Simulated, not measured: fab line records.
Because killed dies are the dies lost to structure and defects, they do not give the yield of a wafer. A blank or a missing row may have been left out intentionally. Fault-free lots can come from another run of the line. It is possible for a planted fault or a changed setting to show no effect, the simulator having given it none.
Chamber matching	flow n5 finfet	N5_BEOL_M11_CURE_72 on uv cure-02: 3 sister chambers
The step cures SiCOH lowk, time 120 s. 6 wafers are shown with their chamber, then 7 later ones without.

WAFERS PAIRED WITH THEIR CHAMBERS
wafer	chamber	wafer_temp_C_max	lamp power pct (%)
L075.2	1	371.6	52.29
L075.6	1	371.3	52.32
L089.3	0	371.4	52.37
L089.5	0	371.5	52.37
L092.1	2	372.2	52.21
L092.2	2	372.0	52.28

WAFERS WITHOUT THEIR CHAMBER
wafer	wafer_temp_C_max	lamp power pct (%)
L092.4	372.0	52.29
L097.1	371.5	52.32
L097.5	371.0	52.33
L097.6	371.8	52.39
L097.2	371.5	52.36
L097.3	371.1	52.34
L097.4	370.9	52.29

CHAMBER TAKEN BY EACH
wafer	from the rows above	in truth
L092.4	2	2
L097.1	can't be placed: 1 or 0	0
L097.5	can't be placed: 1 or 0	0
L097.6	can't be placed: 0 or 1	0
L097.2	can't be placed: 0 or 1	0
L097.3	can't be placed: 0 or 1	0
L097.4	can't be placed: 1 or 0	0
Correct placement for 1 of the 7. Not placeable from these rows: 6 (in 6, the candidates include the true chamber). Placed wrongly: 0.
How it was worked out, from the rows above alone: a wafer's distance from a chamber is the root of the sum, over the readings, of the square of ((its reading less the chamber's mean) divided by the reading's scatter). If the next closest chamber is less than 2 further off than the closest, the wafer can't be placed; otherwise it belongs to the closest. Each chamber's mean is taken over the wafers shown for it. The scatter is the square root of a quotient: the sum, over the shown wafers, of each reading's squared deviation from its chamber's mean, divided by wafers minus chambers.
